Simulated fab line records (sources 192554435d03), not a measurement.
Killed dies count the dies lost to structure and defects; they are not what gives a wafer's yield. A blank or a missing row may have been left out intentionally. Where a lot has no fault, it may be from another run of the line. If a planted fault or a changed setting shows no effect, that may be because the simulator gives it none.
Comparing a struck lot with a sound one | flow n5Finfet | 23 steps out of a route of 1938
Sound: these wafers, L441.1, L441.2, L441.3. Wafers struck: L434.1, L434.5, L434.6. The cause is given at the end.
Each step with rows lists, per side, the tool, then ch with its chambers, then its first start. Under that, the readings that differ: sound wafers | struck wafers | difference of the means | sigmas: that difference in standard deviations of wafers without a fault.
alike: same words and numbers on both sides, and readings whose means sit less than 2 such deviations apart. not compared: any withheld reading, any reading some wafer has no value for, any bound like >300 that may hide the same value, and any number with overlapping values for which the record gives no deviation.
Wherever a step has rows on one side only, a row that says differs or no value, or a row with sigmas, the two part there. Numbers that don't overlap but have no deviation are shown without sigmas and don't part them. A reading missing from all wafers of one side parts the sides only when that side holds two or more wafers.

first, 10 steps without rows for these wafers: N5_BEOL_M5_DESCUM_16 (chemistry O2, time 7 s); N5_BEOL_M5_ETCH_72 (etches underlayer in N2/H2, target depth 6.5 nm, time 5.2 s); N5_BEOL_M5_ETCH_61 (etches SiARC in CF4, target depth 15.6 nm, time 26 s); N5_BEOL_M5_ETCH_62 (etches SOC in N2/H2, target depth 75 nm, overetch 15 nm, time 112.5 s); N5_BEOL_M5_STRIP_63 (strips in N2/H2); N5_BEOL_M5_STRIP_73 (strips in N2/H2); N5_BEOL_M5_STRIP_64 (strips in CF4); N5_BEOL_M5_HM_OPEN_17 (chemistry Cl2/BCl3, target TiN, target depth 20 nm, overetch 6 nm); N5_BEOL_M5_STRIP_19 (strips in O2); N5_BEOL_M5_COAT_65 (time 60 s, resist thk 60 nm).
N5_BEOL_M5_COAT_66: time 60 s, resist thk 12 nm.
  sound on lithoTrack-04 ch 0, day 14 03:44; struck on lithoTrack-01 ch 0, day 11 20:26
reading                                   | sound                | struck               | difference | sigmas
spinSpeedRpm (rpm)                        | 1500.3 1500.2 1500.7 | 1591.1 1593.1 1593.9 | +92.3      | +92
model.SiARC_of_BEOL_M5_COAT_66.thkNm (nm) | 12 12 12             | 11.6 11.6 11.6       | -0.4       | 
  alike: resistLineTempC
then, 9 steps without rows for these wafers: N5_BEOL_M5_COAT_74 (time 60 s, resist thk 5 nm); N5_BEOL_M5_COAT_22 (resist thk 30 nm); N5_BEOL_M5_EBR_24; N5_BEOL_M5_SOFTBAKE_23 (time 60 s); N5_BEOL_M5_EXPOSE_25 (exposes mask V4, defocus 10 nm); N5_BEOL_M5_PEB_26 (peb time 60 s); N5_BEOL_M5_DEVELOP_27 (develop time 30 s); N5_BEOL_M5_DESCUM_33 (chemistry O2, time 7 s); N5_BEOL_M5_ETCH_75 (etches underlayer in N2/H2, target depth 6.5 nm, time 5.2 s).
N5_BEOL_M5_ETCH_67: etches SiARC in CF4, target depth 15.6 nm, time 26 s.
  sound on rieDiel-01 ch 0,1,3, day 14 04:19; struck on rieDiel-01 ch 0,3, day 11 21:04
reading                                     | sound             | struck            | difference | sigmas
model.etch.depthNm (nm)                     | 11.96 11.98 11.98 | 11.69 11.69 11.69 | -0.28      | 
model.CAR-EUV_of_BEOL_M5_COAT_22.thkNm (nm) | 11 11 11.2        | 11.4 11.6 11.4    | +0.4       | 
  alike: chamberPressureMTorr, drypumpMotorCurrentA, etchRfOnTimeS, mfcArSccm, oesProductAu, rfVppV, showerheadPlenumPTorr, throttleValvePct
  not compared: rfHoursCounterH
N5_BEOL_M5_ETCH_68: etches SOC in N2/H2, target depth 80 nm, overetch 16 nm, time 120 s.
  sound on rieDiel-01 ch 0,1,3, day 14 04:20; struck on rieDiel-01 ch 0,3, day 11 21:05
  alike: chamberPressureMTorr, drypumpMotorCurrentA, oesProductAu, rfVppV, showerheadPlenumPTorr, throttleValvePct
  not compared: rfHoursCounterH, model.SiARC_of_BEOL_M5_COAT_66.thkNm
then, 1 step without rows for these wafers: N5_BEOL_M5_STRIP_69 (strips in N2/H2).

== WHERE THEY PART ==
Within this record, at N5_BEOL_M5_COAT_66 only. Later steps at which nothing parts them and some readings are alike: N5_BEOL_M5_ETCH_67, N5_BEOL_M5_ETCH_68.

WHY: what had been put in by the simulator
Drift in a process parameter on lithoTrack-01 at N5_BEOL_M5_COAT_66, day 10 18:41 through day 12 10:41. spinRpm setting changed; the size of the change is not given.
